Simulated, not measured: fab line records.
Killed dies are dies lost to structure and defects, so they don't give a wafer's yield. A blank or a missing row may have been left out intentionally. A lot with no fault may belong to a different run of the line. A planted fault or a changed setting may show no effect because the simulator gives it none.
fab line records	flow n5_finfet	part 2 of 2: steps 4 to 6 of 6
record: lots: 22	wafers: 66	last_day: 19
route steps=1938 shown FIN_SAQP@143 FIN_CUT@173 DUMMY_GATE@234 SD_EPI_N@270
lots that met no fault: taken from a fault-free run of the same line
start_h: hours from the record's opening day to when the first of the lot's shown wafers began	wait_h: time in hours since the lot's previous step	" the same as in the row above	L1.1+2: a row that stands for several wafers	- no value, or no start given	* or withheld: withheld	< > ~ a bound
route shown NAME@n: NAME is a module with steps in the file, n the number in the route of the first one	usual: the fault-free wafers' mean and standard deviation	same: alike in all rows	chamber/n: place in a boat	sites: per-site readings	_std_site: their standard deviation	_edge_site: mean of outer sites minus mean of inner sites	radius_mm: how far each site lies from the wafer's centre	mask NAME#n: copy n	behind: the tool/chamber that last shaped the wafer	hold: why the lot went on hold/how many hours it stayed there/how the hold came to an end	device: which transistor (n, p or np) failed to switch	end of line: the tests these same wafers got at the end of their route	a step with no rows: only its recipe	killed: dies lost to structure and defects at the first sort, not the wafer's yield	map: shows each die of a wafer: x if killed, . if not, _ if none is there
set.NAME: the setting that was run; set.NAME@STEP: the one run at that earlier step	model.NAME: the simulator's own value behind a step, which no gauge read
a sample of lots followed through the steps of the route, with each step as a table and each wafer as a row
services: from which hour (start_h, from the record's first day; less than 0 if before it) a tool's chamber was out of use, for how many hours, and why
== steps ==
step: N5_DUMMY_GATE_ETCH_36
recipe: chemistry: CF4	target: SiARC	target_depth_a: 130	pressure_mtorr: 40	source_w: 545	bias_w: 36	Ar_flow_sccm: 100	cf4_flow_sccm: 100	ion_energy_ev: 80
usual: drypump_motor_current_A: 5.9/0.43	oes_product_au: 0.75/0.05	rf_vpp_V: 184.0/1.2	showerhead_plenum_p_Torr: 2.15/0.068	throttle_valve_pct: 15.69/0.17
lot.wafer	tool	chamber	start_h	wait_h	drypump_motor_current_A	oes_product_au	rf_hours_counter_h	rf_vpp_V	showerhead_plenum_p_Torr	throttle_valve_pct
L074.3	rie_diel-01	3	45.99	0.0	6.1	0.80	134	185.4	2.24	15.36
L074.5	"	3	"	"	6.2	0.80	-	185.3	2.24	15.38
L074.6	"	2	"	"	5.7	0.79	-	183.5	2.23	15.68
L075.2	rie_diel-01	1	53.55	0.0	6.2	0.73	154	184.3	2.06	15.79
L075.3	"	3	"	"	6.2	0.80	136	186.0	2.24	15.37
L075.5	"	0	"	"	6.1	0.68	-	183.6	2.11	15.55
L076.1	rie_diel-01	3	59.12	0.0	6.2	0.80	138	186.2	2.24	15.38
L076.2	"	0	"	"	6.1	0.68	222	184.6	2.11	15.55
L076.6	"	1	"	"	6.2	0.74	-	183.5	2.06	15.78
L078.1	rie_diel-03	3	70.12	0.0	6.4	0.91	37	183.4	2.09	15.38
L078.3	"	1	"	"	6.1	0.74	165	185.8	2.22	15.72
L078.4	"	2	"	"	4.7	0.77	122	185.4	2.24	15.93
L077.1	rie_diel-01	0	70.16	0.0	6.1	0.68	225	183.6	2.11	15.56
L077.2	"	2	"	"	5.7	0.78	131	185.6	2.23	15.71
L077.6	"	1	"	"	6.2	0.72	-	182.3	2.06	15.79
L079.1	rie_diel-01	0	77.92	0.0	6.1	0.67	227	184.2	2.11	15.57
L079.3	"	3	"	"	6.2	0.80	143	186.1	2.24	15.38
L079.6	"	0	"	"	6.1	0.67	-	184.9	2.11	15.57
L080.3	rie_diel-04	3	82.79	0.0	5.9	0.75	141	183.8	2.13	15.67
L080.5	"	0	"	"	5.9	0.71	-	185.6	2.22	15.49
L080.6	"	3	"	"	6.0	0.77	-	182.7	2.13	15.69
L081.1	rie_diel-01	1	87.95	0.0	6.3	0.72	164	182.4	2.06	15.81
L081.2	"	0	"	"	6.1	0.68	230	182.8	2.11	15.56
L081.5	"	2	"	"	5.7	0.79	-	185.9	2.23	15.73
L082.1	rie_diel-04	2	97.53	0.0	5.3	0.72	235	183.6	2.12	15.85
L082.2	"	1	"	"	6.1	0.82	95	183.2	2.07	15.84
L082.6	"	1	"	"	6.1	0.82	-	183.9	2.07	15.84
L083.1	rie_diel-01	1	102.08	0.0	6.3	0.72	168	182.7	2.06	15.81
L083.2	"	2	"	"	5.7	0.79	140	185.4	2.23	15.73
L083.3	"	3	"	"	6.2	0.78	151	186.2	2.23	15.41
L084.1	rie_diel-04	0	106.23	0.0	5.9	0.70	193	184.1	2.21	15.50
L084.5	"	2	"	"	5.2	0.72	-	184.5	2.12	15.83
L084.6	"	1	"	"	6.1	0.81	-	181.6	2.07	15.84
L085.1	rie_diel-04	0	115.00	0.0	5.9	0.70	196	184.4	2.21	15.48
L085.3	"	1	"	"	6.1	0.82	100	183.9	2.07	15.84
L085.6	"	2	"	"	5.2	0.71	-	183.6	2.12	15.84
L086.1	rie_diel-01	0	122.24	0.0	6.1	0.67	239	184.2	2.11	15.57
L086.3	"	3	"	"	6.2	0.78	157	184.6	2.23	15.42
L086.5	"	2	"	"	5.7	0.78	-	183.8	2.22	15.72
L087.2	rie_diel-04	1	126.08	0.0	6.1	0.81	103	182.8	2.07	15.86
L087.5	"	3	"	"	5.9	0.75	-	184.4	2.13	15.71
L087.6	"	0	"	"	5.9	0.70	-	184.1	2.21	15.50
L088.3	rie_diel-03	1	133.43	0.0	6.1	0.73	183	184.0	2.21	15.76
L088.5	"	1	"	"	6.1	0.73	-	185.5	2.21	15.76
L088.6	"	0	"	"	5.0	0.75	-	181.5	2.14	15.85
L090.1	rie_diel-01	2	145.65	0.0	5.7	0.77	153	185.5	2.22	15.75
L090.3	"	0	"	"	6.2	0.67	245	184.6	2.11	15.60
L090.5	"	2	"	"	5.7	0.77	-	185.6	2.22	15.74
L091.1	rie_diel-03	1	148.15	0.0	6.1	0.73	186	186.3	2.21	15.77
L091.4	"	0	"	"	5.0	0.75	148	183.8	2.14	15.86
L091.6	"	3	"	"	6.4	0.90	-	183.6	2.08	15.42
L092.2	rie_diel-03	1	154.20	0.0	6.1	0.73	188	184.4	2.21	15.76
L092.3	"	0	"	"	5.0	0.74	149	183.8	2.14	15.87
L092.6	"	0	"	"	5.0	0.74	-	182.9	2.14	15.86
L093.1	rie_diel-03	3	162.20	0.0	6.4	0.89	59	182.0	2.08	15.43
L093.3	"	2	"	"	4.7	0.76	144	184.4	2.23	15.98
L093.5	"	1	"	"	6.1	0.72	-	185.0	2.21	15.78
L095.1	rie_diel-04	1	171.45	0.0	6.1	0.79	117	181.5	2.06	15.88
L095.4	"	3	"	"	5.9	0.74	166	184.8	2.13	15.74
L095.6	"	2	"	"	5.3	0.70	-	183.4	2.12	15.86
L096.1	rie_diel-04	1	176.69	0.0	6.1	0.79	118	183.1	2.06	15.88
L096.3	"	3	"	"	5.9	0.74	167	184.5	2.13	15.74
L096.4	"	3	"	"	5.9	0.74	-	184.0	2.13	15.73
L097.1	rie_diel-01	1	183.57	0.0	6.2	0.71	190	182.3	2.05	15.86
L097.3	"	2	"	"	5.7	0.76	-	185.1	2.22	15.78
L097.6	"	1	"	"	6.3	0.71	-	183.6	2.05	15.86
step: N5_SD_EPI_N_CD_MEAS_09
recipe: target_cd_nm: 120	landing_energy_ev: 500	detector: se_inlens
usual: cd_nm: 120.0/0.63
lot.wafer	tool	chamber	start_h	wait_h	cd_nm
L074.3	cd_sem-03	0	48.32	-	120.0
L074.5	"	0	"	"	119.4
L074.6	"	0	"	"	120.3
L075.2	cd_sem-01	0	55.61	-	120.1
L075.3	"	0	"	"	120.5
L075.5	"	0	"	"	119.9
L076.1	cd_sem-01	0	61.17	-	119.9
L076.2	"	0	"	"	118.4
L076.6	"	0	"	"	120.0
L078.1	cd_sem-02	0	72.06	-	119.6
L078.3	"	0	"	"	119.9
L078.4	"	0	"	"	120.4
L077.1	cd_sem-01	0	72.71	-	119.4
L077.2	"	0	"	"	120.0
L077.6	"	0	"	"	120.4
L079.1	cd_sem-01	0	81.14	-	120.3
L079.3	"	0	"	"	120.5
L079.6	"	0	"	"	121.1
L080.3	cd_sem-01	0	84.95	-	119.9
L080.5	"	0	"	"	118.8
L080.6	"	0	"	"	120.7
L081.1	cd_sem-03	0	90.67	-	120.2
L081.2	"	0	"	"	120.3
L081.5	"	0	"	"	119.2
L082.1	cd_sem-03	0	100.40	-	120.7
L082.2	"	0	"	"	120.2
L082.6	"	0	"	"	118.9
L083.1	cd_sem-03	0	104.02	-	120.2
L083.2	"	0	"	"	120.3
L083.3	"	0	"	"	120.7
L084.1	cd_sem-01	0	108.40	-	120.1
L084.5	"	0	"	"	120.1
L084.6	"	0	"	"	120.0
L085.1	cd_sem-01	0	116.92	-	119.2
L085.3	"	0	"	"	120.5
L085.6	"	0	"	"	120.3
L086.1	cd_sem-01	0	124.75	-	119.6
L086.3	"	0	"	"	119.9
L086.5	"	0	"	"	120.4
L087.2	cd_sem-03	0	128.14	-	119.1
L087.5	"	0	"	"	120.2
L087.6	"	0	"	"	120.4
L088.3	cd_sem-03	0	135.76	-	119.6
L088.5	"	0	"	"	119.2
L088.6	"	0	"	"	119.2
L090.1	cd_sem-02	0	147.58	-	120.3
L090.3	"	0	"	"	119.8
L090.5	"	0	"	"	119.1
L091.1	cd_sem-03	0	150.21	-	120.2
L091.4	"	0	"	"	119.9
L091.6	"	0	"	"	119.9
L092.2	cd_sem-01	0	156.53	-	119.3
L092.3	"	0	"	"	120.4
L092.6	"	0	"	"	119.6
L093.1	cd_sem-02	0	164.29	-	119.8
L093.3	"	0	"	"	119.8
L093.5	"	0	"	"	119.0
L095.1	cd_sem-01	0	173.50	-	120.3
L095.4	"	0	"	"	120.5
L095.6	"	0	"	"	119.9
L096.1	cd_sem-02	0	178.80	-	119.9
L096.3	"	0	"	"	119.4
L096.4	"	0	"	"	119.6
L097.1	cd_sem-02	0	191.37	-	120.1
L097.3	"	0	"	"	118.6
L097.6	"	0	"	"	119.0
step: N5_SD_EPI_N_STRIP_38
recipe: chemistry: N2/H2	power_w: 1000	temp_c: 250	h2_frac: 0.65	overash_fraction: 0.3	pressure_mtorr: withheld	n2_flow_sccm: 1750	h2_flow_sccm: 3250
usual: drypump_motor_current_A: 5.5/0.43	heater_power_w: 334/19	oes_product_au: 0.763/0.0098
lot.wafer	tool	chamber	start_h	wait_h	drypump_motor_current_A	heater_power_w	oes_product_au	rf_hours_counter_h
L074.3	plasma_asher-02	1	49.21	0.1	5.1	364	0.753	-
L074.5	"	0	"	"	5.3	321	0.769	-
L074.6	"	1	"	"	5.1	357	0.784	-
L075.2	plasma_asher-02	0	56.84	0.4	5.2	314	0.766	41
L075.3	"	0	"	"	5.2	314	0.762	-
L075.5	"	0	"	"	5.2	321	0.756	-
L076.1	plasma_asher-01	1	62.04	0.1	6.1	349	0.742	75
L076.2	"	0	"	"	5.5	315	0.779	75
L076.6	"	1	"	"	6.2	350	0.772	-
L078.1	plasma_asher-01	1	73.11	0.1	6.2	338	0.761	77
L078.3	"	1	"	"	6.2	351	0.757	-
L078.4	"	0	"	"	5.5	318	0.770	-
L077.1	plasma_asher-01	0	73.64	0.1	5.5	303	0.755	78
L077.2	"	1	"	"	6.2	348	0.785	78
L077.6	"	1	"	"	6.2	350	0.776	-
L079.1	plasma_asher-02	1	82.01	0.1	5.1	347	0.755	46
L079.3	"	1	"	"	5.1	354	0.780	-
L079.6	"	1	"	"	5.1	359	0.766	-
L080.3	plasma_asher-02	0	85.83	0.1	5.2	316	0.785	-
L080.5	"	1	"	"	5.1	344	0.760	-
L080.6	"	0	"	"	5.2	322	0.768	-
L081.1	plasma_asher-01	1	91.54	0.1	6.1	353	0.751	81
L081.2	"	0	"	"	5.5	305	0.750	81
L081.5	"	0	"	"	5.5	317	0.762	-
L082.1	plasma_asher-02	1	101.27	0.1	5.1	354	0.766	50
L082.2	"	0	"	"	5.2	320	0.767	50
L082.6	"	0	"	"	5.2	320	0.763	-
L083.1	plasma_asher-01	0	104.89	0.1	5.5	315	0.756	84
L083.2	"	1	"	"	6.2	343	0.755	84
L083.3	"	1	"	"	6.2	343	0.766	-
L084.1	plasma_asher-01	1	109.27	0.1	6.2	354	0.751	84
L084.5	"	0	"	"	5.5	307	0.760	-
L084.6	"	1	"	"	6.2	351	0.771	-
L085.1	plasma_asher-02	1	117.79	0.1	5.1	351	0.764	53
L085.3	"	0	"	"	5.2	329	0.780	-
L085.6	"	1	"	"	5.1	345	0.770	-
L086.1	plasma_asher-01	1	125.64	0.1	6.1	355	0.748	88
L086.3	"	0	"	"	5.5	310	0.767	-
L086.5	"	1	"	"	6.2	357	0.763	-
L087.2	plasma_asher-01	1	129.09	0.1	6.1	346	0.756	88
L087.5	"	1	"	"	6.2	350	0.778	-
L087.6	"	0	"	"	5.5	308	0.777	-
L088.3	plasma_asher-01	1	136.65	0.1	6.2	360	0.771	-
L088.5	"	1	"	"	6.1	354	0.758	-
L088.6	"	0	"	"	5.5	319	0.773	-
L090.1	plasma_asher-01	1	148.45	0.1	6.2	342	0.775	92
L090.3	"	1	"	"	6.2	349	0.758	-
L090.5	"	0	"	"	5.4	309	0.767	-
L091.1	plasma_asher-01	0	151.10	0.1	5.4	314	0.753	93
L091.4	"	0	"	"	5.4	309	0.770	-
L091.6	"	0	"	"	5.4	305	0.765	-
L092.2	plasma_asher-01	0	157.39	0.1	5.5	316	0.772	94
L092.3	"	0	"	"	5.5	310	0.754	-
L092.6	"	0	"	"	5.4	312	0.770	-
L093.1	plasma_asher-02	1	165.21	0.1	5.1	360	0.757	62
L093.3	"	0	"	"	5.2	310	0.775	-
L093.5	"	1	"	"	5.1	352	0.744	-
L095.1	plasma_asher-02	0	174.37	0.1	5.2	323	0.768	63
L095.4	"	0	"	"	5.3	320	0.763	-
L095.6	"	1	"	"	5.1	349	0.749	-
L096.1	plasma_asher-01	0	179.89	0.1	5.5	314	0.751	99
L096.3	"	0	"	"	5.5	314	0.758	-
L096.4	"	1	"	"	6.2	343	0.755	-
L097.1	plasma_asher-02	0	192.24	0.1	5.2	322	0.765	66
L097.3	"	0	"	"	5.2	320	0.751	-
L097.6	"	0	"	"	5.2	329	0.753	-
== services ==
tool	chamber	start_h	hours	kind
rie_diel-06	1	5.05	7.9	repair
rie_diel-01	0	13.18	4.4	repair
rie_diel-05	3	16.40	6.7	repair
plasma_asher-01	-	17.62	2.7	repair
rie_diel-06	3	18.20	6.7	repair
rie_diel-03	0	22.59	6.4	repair
plasma_asher-01	-	23.60	0.7	repair
plasma_asher-01	-	48.71	9.7	repair
rie_diel-05	3	66.19	7.2	repair
rie_diel-06	0	67.14	4.2	repair
rie_diel-02	2	98.10	16.2	repair
rie_diel-04	2	115.56	19.2	repair
rie_diel-05	3	118.81	5.5	repair
rie_diel-01	3	139.01	5.3	repair
rie_diel-04	2	153.49	7.9	repair
rie_diel-02	0	153.84	5.9	repair
rie_diel-03	2	154.27	4.0	repair
rie_diel-02	1	156.34	5.9	repair
rie_diel-01	0	162.16	-	clean
rie_diel-01	0	162.16	-	consumable_replace:focus_ring
rie_diel-01	0	162.16	22.8	scheduled_down
rie_diel-01	3	175.59	15.8	repair
rie_diel-03	-	179.33	2.8	pm
rie_diel-02	0	190.66	4.0	repair
